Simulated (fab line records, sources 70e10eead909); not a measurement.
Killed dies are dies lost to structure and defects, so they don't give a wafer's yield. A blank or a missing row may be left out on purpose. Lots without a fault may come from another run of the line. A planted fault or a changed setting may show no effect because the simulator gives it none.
Which tool did it? | flow nand_harc | 6 lots, 17 wafers sampled, at 5 steps of a route of 1159

WHAT THE GAUGES READ, wafer by wafer
NHARC_END_SORT_01.
lot  | measured     | on        | killed_at_array
L390 | day 24 14:37 | prober-01 | 671 29
L391 | day 24 22:21 | prober-01 | 672 8 15

WHICH TOOL RAN EACH LOT (tool, then ch and the chambers of the sampled wafers, then the start)
lot  | NHARC_A_STAIRCASE_TRIM_222                    | NHARC_A_STAIRCASE_ETCH_223                    | NHARC_A_STAIRCASE_ETCH_232         | NHARC_A_STAIRCASE_ETCH_234
L377 | rie_diel-06 ch 0,1,2, day 12 00:26 or earlier | rie_diel-06 ch 0,1,2, day 12 00:26 or earlier | rie_diel-06 ch 0,2, day 12 00:26   | rie_diel-06 ch 0,1,2, no start
L376 | rie_diel-01 ch 0,1, day 12 09:26 or earlier   | rie_diel-01 ch 0,3, day 12 09:26 or earlier   | rie_diel-02 ch 0,1, day 12 09:26   | rie_diel-02 ch 0,2,3, no start
L381 | rie_diel-06 ch 0,3, day 13 13:43 or earlier   | rie_diel-06 ch 1,3, day 13 13:43 or earlier   | rie_diel-02 ch 0,2,3, day 13 13:43 | rie_diel-02 ch 2,3, no start
L390 | rie_diel-02 ch 2,3, day 15 16:49 or earlier   | rie_diel-02 ch 2, day 15 16:49 or earlier     | rie_diel-02 ch 1,2, day 15 16:49   | rie_diel-02 ch 1,3, day 24 14:37 or earlier
L391 | rie_diel-02 ch 0,1,2, day 15 21:35 or earlier | rie_diel-02 ch 0,2,3, day 15 21:35 or earlier | rie_diel-02 ch 0,2,3, day 15 21:35 | rie_diel-02 ch 0,1,3, day 24 22:21 or earlier
L394 | rie_diel-01 ch 0,2,3, day 16 13:57 or earlier | rie_diel-01 ch 0,1,2, day 16 13:57 or earlier | rie_diel-06 ch 0,2,3, day 16 13:57 | rie_diel-06 ch 0,2,3, no start
- NHARC_A_STAIRCASE_TRIM_222: chemistry O2, time 211.2 s.
- NHARC_A_STAIRCASE_ETCH_223: etches the open film in C4F8/O2, target depth 100 nm, time 40.5 s.
- NHARC_A_STAIRCASE_ETCH_232: etches the open film in C4F8/O2, target depth 100 nm, time 40.5 s.
- NHARC_A_STAIRCASE_ETCH_234: etches the open film in C4F8/O2, target depth 100 nm, time 40.5 s.

THE ANSWER, worked out from the rows above alone
Rule: what is usual is taken from the lots themselves. Put in order of their means at a reading, lots are off if they are a third of the lots or fewer, leave a main group of 4 or more, and stand apart from it by a gap of 3 or more times the standard deviation of the main group's means; of several such gaps the widest counts. A main group whose means are all the same, to the digits that the tables above print for the reading, isn't used. A lot without any number at a reading at which 4 lots or more have one is off too. The other lots that the step has rows for count as sound.
No lot is off at any reading shown: from this, nothing can be told.

WHAT THE SIMULATOR HAD PUT IN
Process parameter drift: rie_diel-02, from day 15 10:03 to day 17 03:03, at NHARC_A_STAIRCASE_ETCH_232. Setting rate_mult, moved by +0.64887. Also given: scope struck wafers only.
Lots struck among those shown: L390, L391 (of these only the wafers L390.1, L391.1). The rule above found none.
